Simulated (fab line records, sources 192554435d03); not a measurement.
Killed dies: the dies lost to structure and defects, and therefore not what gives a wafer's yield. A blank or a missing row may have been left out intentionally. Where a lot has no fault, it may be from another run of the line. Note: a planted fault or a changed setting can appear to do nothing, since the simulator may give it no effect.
Matching of chambers	flow n5_finfet	ald_sin-04 running N5_DUMMY_GATE_ALD_02: 4 sister chambers
The step deposits SiO2, target thk 2 nm, pulse time 1 s. 4 wafers are shown with their chamber, then 9 later ones without.

== WAFERS WITH THEIR CHAMBER ==
wafer	chamber	heater_power_w (W)
L085.2	2	508
L090.1	1	394
L090.4	3	439
L090.6	0	508

== WAFERS MISSING THEIR CHAMBER ==
wafer	heater_power_w (W)
L092.1	506
L092.2	385
L092.3	422
L092.4	484
L092.5	505
L092.6	437
L094.2	429
L094.3	501
L094.5	402

== WHICH CHAMBER EACH WENT THROUGH ==
wafer	from the rows above	in truth
L092.1	can't be placed: 0 or 2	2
L092.2	1	1
L092.3	can't be placed: 3 or 1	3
L092.4	can't be placed: 0 or 2 or 3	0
L092.5	can't be placed: 0 or 2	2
L092.6	3	3
L094.2	3	3
L094.3	can't be placed: 0 or 2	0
L094.5	1	1
Correct placement for 4 of the 9. These rows do not allow placing 5 (true chamber among the candidates in 5). Number placed wrongly: 0.
How it was worked out, from the rows above alone: a wafer's distance from a chamber is the root of the sum, over the readings, of the square of ((its reading less the chamber's mean) divided by the reading's scatter). If the next closest chamber is less than 2 further off than the closest, the wafer can't be placed; otherwise it belongs to the closest. For every chamber, the mean is computed from those of its wafers that are shown. The scatter: root of mean squared gap, hidden wafer to nearest shown wafer, with one shown wafer a chamber.
